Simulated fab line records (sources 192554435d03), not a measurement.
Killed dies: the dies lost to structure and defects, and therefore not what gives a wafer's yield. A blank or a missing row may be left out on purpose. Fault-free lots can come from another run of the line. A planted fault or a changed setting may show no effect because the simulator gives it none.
Chamber matching    flow n5Finfet    3 sister chambers for N5_BEOL_M8_CURE_74 on uvCure-03
The step cures SiCOH lowk, time 240 s. 3 wafers are shown with their chamber, then 7 later ones without.

WAFERS PAIRED WITH THEIR CHAMBERS
wafer   chamber  wafer_temp_C_max
L075.6  2        387.9
L081.6  0        386.8
L084.2  1        386.9

WAFERS MISSING THEIR CHAMBER
wafer   wafer_temp_C_max
L084.3  385.9
L089.1  387.9
L089.4  387.8
L089.6  387.5
L096.1  386.8
L096.2  386.7
L096.6  386.2

CHAMBER TAKEN BY EACH
wafer   from the rows above           in truth
L084.3  can't be placed: 0 or 1       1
L089.1  2                             2
L089.4  can't be placed: 2 or 1       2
L089.6  can't be placed: 2 or 1 or 0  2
L096.1  can't be placed: 0 or 1       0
L096.2  can't be placed: 0 or 1       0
L096.6  can't be placed: 0 or 1       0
Placed correctly: 1 of 7. Not placeable from these rows: 6 (in 6, the candidates include the true chamber). Placed wrongly: 0.
How it was worked out, from the rows above alone: a wafer's distance from a chamber is the root of the sum, over the readings, of the square of ((its reading less the chamber's mean) divided by the reading's scatter). The wafer belongs to the nearest chamber; if the next one is less than 2 further off, it can't be placed. The mean given for a chamber averages the wafers shown for that chamber. The scatter (one wafer shown for each chamber): square how far every hidden wafer sits from the nearest shown wafer, average those squares and take the square root.
